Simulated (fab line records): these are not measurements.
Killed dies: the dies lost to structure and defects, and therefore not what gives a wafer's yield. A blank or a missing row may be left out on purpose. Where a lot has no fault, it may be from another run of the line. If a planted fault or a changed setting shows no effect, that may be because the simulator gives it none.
fab line records ; flow nand_harc
[record] lots = 6; wafers = 18; last_day = 24
route steps=1159 shown A_CHANNEL_HOLE_D1@484 A_CHANNEL_FILL_D1@490 END@1159
lots that met no fault: from a run of the same line without faults
start_h: start of the lot's first displayed wafer, in hours after the record's first day ; wait_h: time in hours since the lot's previous step ; " identical to the entry in the row above ; L1.1+2: a single row standing in for several wafers ; - no value present, or no start provided ; * or withheld: withheld ; < > ~ a bound
route shown NAME@n: NAME is a module with steps in the file, n the number in the route of the first one ; usual: average and standard deviation across the fault-free wafers ; same: alike in all rows ; chamber/n: place in a boat ; sites: each site's reading ; _std_site: the standard deviation of these ; _edge_site: outer sites' mean less inner sites' ; radius_mm: for every site, how far away it sits from the centre of the wafer ; mask NAME#n: copy n ; behind: the last tool/chamber to shape the wafer ; hold: why the lot went on hold/how many hours it stayed there/how the hold came to an end ; device: the n, p or np transistor that did not switch ; end of line: the tests these same wafers got at the end of their route ; a step with no rows: only its recipe ; killed: the dies lost at the first sort to structure and to defects; this is not the yield of the wafer ; map: shows each die of a wafer: x if killed, . if not, _ if none is there
set.NAME: the setting that was run; set.NAME@STEP: the one run at that earlier step ; model.NAME: the simulator's own value behind a step, which no gauge read
lots seen at some steps along the route; tables by step, rows by wafer
services: from which hour (start_h, from the record's first day; less than 0 if before it) a tool's chamber was out of use, for how many hours, and why
[[steps]]
[step NHARC_A_CHANNEL_HOLE_D1_STRIP_27]
[recipe] o2_flow_sccm = 500; ar_flow_sccm = 0; bias_w = 0; chemistry = O2
[usual] drypump_motor_current_A = 5.9/0.31; oes_product_au = 1.004/0.0067; rf_vpp_V = 57.9/0.95; showerhead_plenum_p_Torr = 3.59/0.18; throttle_valve_pct = 17.037/0.0092
lot.wafer;tool;chamber;start_h;wait_h;drypump_motor_current_A;oes_product_au;rf_hours_counter_h;rf_vpp_V;showerhead_plenum_p_Torr;throttle_valve_pct
L294.3;rie_diel-10;2;-;-;5.5;0.997;5;58.8;3.78;17.022
L294.2;rie_diel-10;3;-;-;5.6;1.010;4;57.4;3.44;17.044
L294.5;rie_diel-10;1;-;-;5.9;1.012;-;56.4;3.31;17.048
L296.4;rie_diel-10;1;-;-;5.9;1.011;5;57.1;3.31;17.042
L296.3;rie_diel-10;2;-;-;5.6;0.997;5;58.8;3.78;17.038
L296.1;rie_diel-10;3;-;-;5.6;1.005;4;58.6;3.44;17.039
L302.3;rie_diel-10;3;-;-;5.6;1.007;8;57.5;3.44;17.016
L302.4;rie_diel-10;1;-;-;5.9;1.000;8;57.5;3.31;17.026
L302.2;rie_diel-10;2;-;-;5.5;1.000;8;58.6;3.78;17.047
L304.1;rie_diel-04;1;-;-;5.4;0.987;0;57.6;3.68;17.043
L304.4;rie_diel-04;0;-;-;5.7;1.004;-;57.0;3.78;17.044
L304.5;rie_diel-04;1;-;-;5.3;0.992;-;59.8;3.68;17.047
L307.4;rie_diel-09;3;-;-;5.9;1.002;5;59.9;3.76;17.035
L307.1;rie_diel-09;0;-;-;6.1;1.011;5;60.3;3.74;17.028
L307.2;rie_diel-09;1;-;-;5.8;1.006;5;56.6;3.35;17.036
L306.2;rie_diel-09;0;-;-;6.1;1.018;5;59.5;3.74;17.049
L306.1;rie_diel-09;1;-;-;5.8;1.013;5;57.2;3.35;17.052
L306.5;rie_diel-09;1;-;-;5.9;1.004;-;58.8;3.35;17.031
[step NHARC_A_CHANNEL_HOLE_D1_PRECLEAN_28]
[recipe] time_s = *; temp_c = 50; bath_age_min = 0; chemistry = SC1
[step NHARC_A_CHANNEL_HOLE_D1_SRD_29]
[step NHARC_A_CHANNEL_HOLE_D1_CD_MEAS_30]
[usual] cd_nm = 90.0/0.92
lot.wafer;tool;chamber;start_h;wait_h;cd_nm
L294.2;cd_sem-03;-;246.50;-;91.2
L294.3;cd_sem-03;-;246.50;-;90.5
L294.5;cd_sem-03;-;246.50;-;91.2
L296.1;cd_sem-01;-;255.62;-;91.8
L296.3;cd_sem-01;-;255.62;-;90.9
L296.4;cd_sem-01;-;255.62;-;90.3
L302.2;cd_sem-02;-;300.54;-;91.5
L302.3;cd_sem-02;-;300.54;-;91.1
L302.4;cd_sem-02;-;300.54;-;89.5
L304.1;cd_sem-03;-;301.66;-;91.3
L304.4;cd_sem-03;-;301.66;-;90.1
L304.5;cd_sem-03;-;301.66;-;90.0
L307.1;cd_sem-01;-;310.43;-;90.3
L307.2;cd_sem-01;-;310.43;-;90.6
L307.4;cd_sem-01;-;310.43;-;89.8
L306.1;cd_sem-01;-;314.71;-;88.3
L306.2;cd_sem-01;-;314.71;-;88.4
L306.5;cd_sem-01;-;314.71;-;88.5
[step NHARC_A_CHANNEL_HOLE_D1_XSEM_31]
[recipe] landing_energy_ev = 35000
[usual] bot_cd_nm = 74.5/0.98; bow_nm = 8.67/0.28; tilt_deg = 0.08/0.044
lot.wafer;tool;chamber;start_h;wait_h;bot_cd_nm;bow_nm;tilt_deg
L294.2;xsem-01;0;246.59;0.1;75.5;8.43;0.15
L294.3;xsem-01;0;246.59;0.1;75.1;8.41;0.15
L294.5;xsem-01;0;246.59;0.1;76.6;8.42;0.15
L296.1;xsem-01;0;255.70;0.1;75.4;8.35;0.09
L296.3;xsem-01;0;255.70;0.1;74.1;8.46;0.09
L296.4;xsem-01;0;255.70;0.1;73.9;8.47;0.09
L302.2;xsem-01;0;300.63;0.1;75.9;8.86;0.04
L302.3;xsem-01;0;300.63;0.1;75.8;8.90;0.04
L302.4;xsem-01;0;300.63;0.1;74.0;8.94;0.04
L304.1;xsem-02;0;301.76;0.1;75.4;8.69;0.12
L304.4;xsem-02;0;301.76;0.1;74.1;8.67;0.12
L304.5;xsem-02;0;301.76;0.1;74.2;8.74;0.12
L307.1;xsem-01;0;310.51;0.1;75.0;8.53;0.11
L307.2;xsem-01;0;310.51;0.1;75.6;8.54;0.12
L307.4;xsem-01;0;310.51;0.1;75.3;8.58;0.12
L306.1;xsem-01;0;314.80;0.1;73.9;8.56;0.04
L306.2;xsem-01;0;314.80;0.1;72.8;8.56;0.04
L306.5;xsem-01;0;314.80;0.1;73.3;8.54;0.04
[step NHARC_A_CHANNEL_HOLE_D1_INSPECT_40]
[usual] raw_defect_count = 60/18
lot.wafer;tool;chamber;start_h;wait_h;raw_defect_count
L294.2;defect_inspect-02;-;246.68;-;81
L294.3;defect_inspect-02;-;246.68;-;83
L294.5;defect_inspect-02;-;246.68;-;108
L296.1;defect_inspect-02;-;255.80;-;38
L296.3;defect_inspect-02;-;255.80;-;67
L296.4;defect_inspect-02;-;255.80;-;43
L302.2;defect_inspect-01;-;300.73;-;72
L302.3;defect_inspect-01;-;300.73;-;89
L302.4;defect_inspect-01;-;300.73;-;95
L304.1;defect_inspect-01;-;301.85;-;49
L304.4;defect_inspect-01;-;301.85;-;45
L304.5;defect_inspect-01;-;301.85;-;71
L307.1;defect_inspect-01;-;310.61;-;51
L307.2;defect_inspect-01;-;310.61;-;41
L307.4;defect_inspect-01;-;310.61;-;61
L306.1;defect_inspect-01;-;314.89;-;57
L306.2;defect_inspect-01;-;314.89;-;47
L306.5;defect_inspect-01;-;314.89;-;45
[step NHARC_A_CHANNEL_FILL_D1_PRECLEAN_00]
[recipe] time_s = *; temp_c = 50; bath_age_min = 0; chemistry = SC1
[step NHARC_A_CHANNEL_FILL_D1_SRD_01]
[step NHARC_A_CHANNEL_FILL_D1_ALD_02]
[recipe] target_thk_a = 60; pulse_time_s = 10; ald_cycles = 60; temp_c = 300; material = SiO2
[usual] ald_cycles = 60/0; heater_power_w = 480/77; precursor_pulse_height_rel = 1.001/0.02
lot.wafer;tool;chamber;start_h;wait_h;ald_cycles;heater_power_w;precursor_pulse_height_rel
L294.2;ald_hk-02;2;247.02;-;60;482;0.971
L294.3;ald_hk-02;3;247.02;-;60;471;1.035
L294.5;ald_hk-02;0;247.02;-;60;420;0.983
L296.4;ald_hk-02;0;255.99;-;60;415;0.981
L296.3;ald_hk-02;1;255.99;-;60;448;1.012
L296.1;ald_hk-02;2;255.99;-;60;475;1.020
L302.4;ald_hk-02;0;300.92;-;60;438;0.980
L302.2;ald_hk-02;1;300.92;-;60;493;1.060
L302.3;ald_hk-02;3;300.92;-;60;460;0.989
L304.4;ald_hk-04;1;302.20;-;60;456;0.989
L304.1;ald_hk-04;2;302.20;-;60;433;1.030
L304.5;ald_hk-04;0;302.20;-;60;534;1.005
L307.4;ald_hk-04;2;310.81;-;60;424;1.020
L307.1;ald_hk-04;3;310.81;-;60;395;0.997
L307.2;ald_hk-04;1;310.81;-;60;470;0.992
L306.2;ald_hk-02;1;316.70;-;60;483;1.006
L306.1;ald_hk-02;2;316.70;-;60;480;1.028
L306.5;ald_hk-02;1;316.70;-;60;479;1.002
[step NHARC_A_CHANNEL_FILL_D1_ALD_03]
[recipe] target_thk_a = 60; pulse_time_s = 60; ald_cycles = 58; temp_c = 630; pressure_torr = 2; material = SiNx
[step NHARC_A_CHANNEL_FILL_D1_ALD_14]
[recipe] target_thk_a = 25; pulse_time_s = 10; ald_cycles = 25; temp_c = 300; material = SiO2
[usual] ald_cycles = 25/0; heater_power_w = 479/67; precursor_pulse_height_rel = 0.999/0.02
lot.wafer;tool;chamber;start_h;wait_h;ald_cycles;heater_power_w;precursor_pulse_height_rel
L294.3;ald_hk-01;2;253.98;0.1;25;473;0.991
L294.2;ald_hk-01;0;253.98;0.1;25;655;1.011
L294.5;ald_hk-01;3;253.98;0.1;25;439;0.976
L296.4;ald_hk-01;2;262.69;0.0;25;462;0.981
L296.1;ald_hk-01;3;262.69;0.0;25;449;1.029
L296.3;ald_hk-01;1;262.69;0.0;25;467;0.970
L302.4;ald_hk-04;0;307.94;0.0;25;519;1.006
L302.2;ald_hk-04;1;307.94;0.0;25;472;0.974
L302.3;ald_hk-04;2;307.94;0.0;25;434;0.991
L304.1;ald_hk-02;3;307.98;0.1;25;457;1.071
L304.4;ald_hk-02;1;307.98;0.1;25;490;1.014
L304.5;ald_hk-02;2;307.98;0.1;25;465;0.980
L307.4;ald_hk-01;1;321.72;4.0;25;489;1.023
L307.2;ald_hk-01;2;321.72;4.0;25;464;1.007
L307.1;ald_hk-01;3;321.72;4.0;25;438;0.990
L306.1;ald_hk-02;2;323.77;0.1;25;481;0.990
L306.2;ald_hk-02;3;323.77;0.1;25;444;1.011
L306.5;ald_hk-02;1;323.77;0.1;25;482;1.003
[step NHARC_A_CHANNEL_FILL_D1_ALD_15]
[recipe] target_thk_a = 20; pulse_time_s = 60; ald_cycles = 19; temp_c = 630; pressure_torr = 2; material = SiNx
[usual] ald_cycles = 19/0; chamber_pressure_Torr = 2.000/0.0036; precursor_pulse_height_rel = 1.003/0.021
lot.wafer;tool;chamber;start_h;wait_h;ald_cycles;chamber_pressure_Torr;precursor_pulse_height_rel
L294.2;ald_sin_batch-01;0;-;-;19;2.001;0.999
L294.3;ald_sin_batch-01;0;-;-;19;2.001;0.973
L294.5;ald_sin_batch-01;0;-;-;19;2.004;1.029
L296.1;ald_sin_batch-01;0;-;-;19;1.991;1.009
L296.3;ald_sin_batch-01;0;-;-;19;2.005;1.036
L296.4;ald_sin_batch-01;0;-;-;19;2.001;1.001
L302.2;ald_sin_batch-01;0;-;-;19;1.999;1.032
L302.3;ald_sin_batch-01;0;-;-;19;1.996;0.977
L302.4;ald_sin_batch-01;0;-;-;19;1.994;0.999
L304.1;ald_sin_batch-01;0;-;-;19;1.996;1.026
L304.4;ald_sin_batch-01;0;-;-;19;1.997;0.995
L304.5;ald_sin_batch-01;0;-;-;19;1.995;1.036
L306.1;ald_sin_batch-02;0;-;-;19;2.003;0.993
L306.2;ald_sin_batch-02;0;-;-;19;2.000;0.992
L306.5;ald_sin_batch-02;0;-;-;19;2.001;1.021
L307.1;ald_sin_batch-02;0;-;-;19;2.004;1.030
L307.2;ald_sin_batch-02;0;-;-;19;2.007;1.015
L307.4;ald_sin_batch-02;0;-;-;19;1.999;0.985
[step NHARC_A_CHANNEL_FILL_D1_ALD_16]
[recipe] target_thk_a = 15; pulse_time_s = 10; ald_cycles = 15; temp_c = 300; material = SiO2
[usual] ald_cycles = 15/0; heater_power_w = 469/56; precursor_pulse_height_rel = 1.000/0.018
lot.wafer;tool;chamber;start_h;wait_h;ald_cycles;heater_power_w;precursor_pulse_height_rel
L294.2;ald_hk-01;1;259.18;0.1;15;473;0.989
L294.3;ald_hk-01;2;259.18;0.1;15;471;1.015
L294.5;ald_hk-01;0;259.18;0.1;15;650;0.998
L296.3;ald_hk-02;1;267.87;0.0;15;461;0.997
L296.1;ald_hk-02;2;267.87;0.0;15;455;1.027
L296.4;ald_hk-02;0;267.87;0.0;15;430;1.006
L302.4;ald_hk-01;3;313.12;0.0;16;451;0.983
L302.2;ald_hk-01;0;313.12;0.0;16;647;0.984
L302.3;ald_hk-01;2;313.12;0.0;16;468;1.017
L304.4;ald_hk-01;2;313.28;0.2;16;476;0.959
L304.1;ald_hk-01;1;313.28;0.2;16;487;0.988
L304.5;ald_hk-01;3;313.28;0.2;16;439;0.997
L307.1;ald_hk-02;0;326.89;0.0;15;428;1.029
L307.2;ald_hk-02;2;326.89;0.0;15;478;1.001
L307.4;ald_hk-02;3;326.89;0.0;15;457;1.015
L306.1;ald_hk-04;1;326.89;0.0;15;472;0.993
L306.2;ald_hk-04;2;326.89;0.0;15;429;1.009
L306.5;ald_hk-04;1;326.89;0.0;15;456;0.984
[step NHARC_A_CHANNEL_FILL_D1_ANNEAL_17]
[recipe] temp_c = 850; time_s = 1800
[step NHARC_END_SORT_01]
[recipe] temp_c = 25
[usual] killed_at_array = 31/12; killed_at_other = 0.6/0.85; killed_at_periphery = 3.0/2.3; killed_dies = 35/12; killed_open = 3.2/1.9; killed_short = 1.8/1.4
[same] gross_dies = 677
lot.wafer;tool;chamber;start_h;wait_h;killed_at_array;killed_at_other;killed_at_periphery;killed_dies;killed_open;killed_short
L294.2;prober-01;0;509.50;2.8;37;0;2;39;3;1
L294.3;prober-01;0;510.31;3.1;39;0;2;41;6;1
L294.5;prober-01;0;511.92;3.7;46;1;3;50;6;3
L304.1;prober-01;0;551.55;2.5;48;0;2;50;5;4
L304.4;prober-01;0;553.94;3.4;37;0;8;45;4;0
L304.5;prober-01;0;554.74;3.7;41;0;4;45;4;1
L302.2;prober-02;0;565.72;2.8;38;0;4;42;2;6
L302.3;prober-02;0;566.51;3.1;32;0;8;40;3;1
L302.4;prober-02;0;567.31;3.4;39;1;2;42;3;4
L306.1;prober-01;0;582.11;2.5;38;1;8;47;3;1
L306.2;prober-01;0;582.90;2.8;40;1;3;44;2;2
L306.5;prober-01;0;585.28;3.7;40;0;6;46;4;2
// killed by level:class
L294.2 A_SLIT:chamber_film_flake=14 A_CHANNEL_HOLE_D1:chamber_film_flake=12 A_STAIRCASE:chamber_film_flake=3 A_WL_FILL:chamber_film_flake=2 A_CONTACT:chamber_film_flake=2 P_M0:geometric_particle:open=1 A_ONON_D1:geometric_particle:open=1 A_CHANNEL_FILL_D1:geometric_particle:open=1
L294.3 A_CHANNEL_HOLE_D1:chamber_film_flake=18 A_SLIT:chamber_film_flake=13 A_CONTACT:geometric_particle:open=3 A_STAIRCASE:chamber_film_flake=2 P_M2:geometric_particle:open=1 P_M2:geometric_particle:short=1 A_CHANNEL_FILL_D1:geometric_particle:open=1 A_M1:geometric_particle:open=1
L294.5 A_CHANNEL_HOLE_D1:chamber_film_flake=18 A_SLIT:chamber_film_flake=16 A_CONTACT:geometric_particle:open=3 P_ZERO_WELL:chamber_film_flake=3 A_STAIRCASE:chamber_film_flake=3 A_SOURCE_PLATE:geometric_particle:short=1 A_ONON_D1:geometric_particle:open=1 A_CHANNEL_FILL_D1:geometric_particle:open=1
L304.1 A_SLIT:chamber_film_flake=22 A_CHANNEL_HOLE_D1:chamber_film_flake=10 A_CONTACT:chamber_film_flake=7 A_WL_FILL:geometric_particle:open=2 A_CONTACT:geometric_particle:open=2 A_BLC:geometric_particle:short=2 P_STI:chamber_film_flake=2 A_SGD_CUT:geometric_particle:short=1
L304.4 A_SLIT:chamber_film_flake=18 A_CHANNEL_HOLE_D1:chamber_film_flake=12 P_M0:chamber_film_flake=3 A_CONTACT:chamber_film_flake=3 P_STI:chamber_film_flake=2 P_CONTACT:geometric_particle:open=1 P_M0:geometric_particle:open=1 A_CONTACT:geometric_particle:open=1
L304.5 A_SLIT:chamber_film_flake=17 A_CHANNEL_HOLE_D1:chamber_film_flake=11 A_CONTACT:chamber_film_flake=7 P_STI:chamber_film_flake=2 A_CHANNEL_FILL_D1:geometric_particle:open=1 A_WL_FILL:geometric_particle:short=1 A_CONTACT:geometric_particle:open=1 A_BLC:geometric_particle:open=1
L302.2 A_CHANNEL_HOLE_D1:chamber_film_flake=24 A_WL_FILL:geometric_particle:short=4 P_CONTACT:chamber_film_flake=4 A_CONTACT:geometric_particle:short=2 A_SLIT:chamber_film_flake=2 A_CONTACT:chamber_film_flake=2 A_CHANNEL_HOLE_D1:geometric_particle:open=1 A_WL_FILL:geometric_particle:open=1
L302.3 A_CHANNEL_HOLE_D1:chamber_film_flake=24 A_CONTACT:chamber_film_flake=4 P_CONTACT:chamber_film_flake=3 P_ZERO_WELL:chamber_film_flake=2 P_CONTACT:geometric_particle:short=1 P_M1:geometric_particle:open=1 A_CHANNEL_HOLE_D1:geometric_particle:open=1 A_WL_FILL:geometric_particle:open=1
L302.4 A_CHANNEL_HOLE_D1:chamber_film_flake=25 A_CONTACT:chamber_film_flake=4 A_STAIRCASE:chamber_film_flake=2 P_M1:geometric_particle:short=1 A_ONON_D1:geometric_particle:short=1 A_CHANNEL_HOLE_D1:geometric_particle:open=1 A_CHANNEL_FILL_D1:geometric_particle:short=1 A_WL_FILL:geometric_particle:open=1
L306.1 A_SLIT:chamber_film_flake=19 A_CHANNEL_HOLE_D1:chamber_film_flake=8 P_STI:chamber_film_flake=4 A_CONTACT:chamber_film_flake=4 P_GATE:chamber_film_flake=2 A_STAIRCASE:chamber_film_flake=2 A_M1:chamber_film_flake=2 P_CONTACT:geometric_particle:open=1
L306.2 A_SLIT:chamber_film_flake=22 A_CHANNEL_HOLE_D1:chamber_film_flake=12 P_STI:chamber_film_flake=2 P_CONTACT:geometric_particle:short=1 A_ONON_D1:geometric_particle:open=1 A_ONON_D1:geometric_particle:short=1 A_CHANNEL_FILL_D1:geometric_particle:open=1 A_STAIRCASE:chamber_film_flake=1
L306.5 A_SLIT:chamber_film_flake=19 A_CONTACT:chamber_film_flake=6 A_M1:chamber_film_flake=5 P_STI:chamber_film_flake=3 A_CONTACT:geometric_particle:open=2 P_ZERO_WELL:chamber_film_flake=2 A_CHANNEL_HOLE_D1:chamber_film_flake=2 A_STAIRCASE:chamber_film_flake=2
[[services]]
tool;chamber;start_h;hours;kind
rie_diel-04;2;224.64;4.7;repair
ald_hk-01;-;231.32;10.0;pm
ald_hk-01;0;231.32;10.0;vent_cycle
ald_hk-01;1;231.32;10.0;vent_cycle
ald_hk-01;2;231.32;10.0;vent_cycle
ald_hk-01;3;231.32;10.0;vent_cycle
rie_diel-10;3;237.06;7.2;repair
ald_hk-01;0;241.32;-;clean
ald_hk-01;1;241.32;-;clean
rie_diel-09;-;254.37;9.0;pm
ald_hk-02;0;280.00;10.0;vent_cycle
ald_hk-02;1;280.00;10.0;vent_cycle
ald_hk-02;3;280.00;10.0;vent_cycle
rie_diel-04;-;288.90;9.0;pm
ald_hk-02;0;290.00;-;clean
ald_hk-02;1;290.00;-;clean
ald_hk-02;2;290.00;-;clean
ald_hk-02;3;290.00;-;clean
rie_diel-09;3;296.62;6.4;repair
xsem-02;-;302.00;14.0;pm
rie_diel-10;1;305.77;3.7;repair
rie_diel-09;-;307.00;0.3;repair
rie_diel-09;2;312.67;3.9;repair
rie_diel-04;2;316.14;4.1;repair
[[key]]
[first_sign] step = NHARC_A_CHANNEL_FILL_D1_ALD_16; reading = ald_cycles; direction = up; sigmas = 99+; usual = 15; struck = 16
effect none on later readings
met_at NHARC_A_CHANNEL_FILL_D1_ALD_16
struck_wafers L302.2,L302.3,L302.4,L304.1,L304.4,L304.5
tester_left_out L302,L304
onset_between 259.18 313.12
[fault] kind = process_parameter_drift; tool = ald_hk-01; chamber = -; onset_h = 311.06; steps = NHARC_A_CHANNEL_FILL_D1_ALD_16; channel = ald_cycles; offset = 1; shape = step; end_h = 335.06; acts_in = these_recipes_only; stated = 15
// tester_left_out: of these lots the tester's yield and bins aren't shown, on N5 and GAA mostly nor the transistor test; their killed dies are dies lost to structure and defects alone, not to doping, threshold or leakage, so they don't give the yield
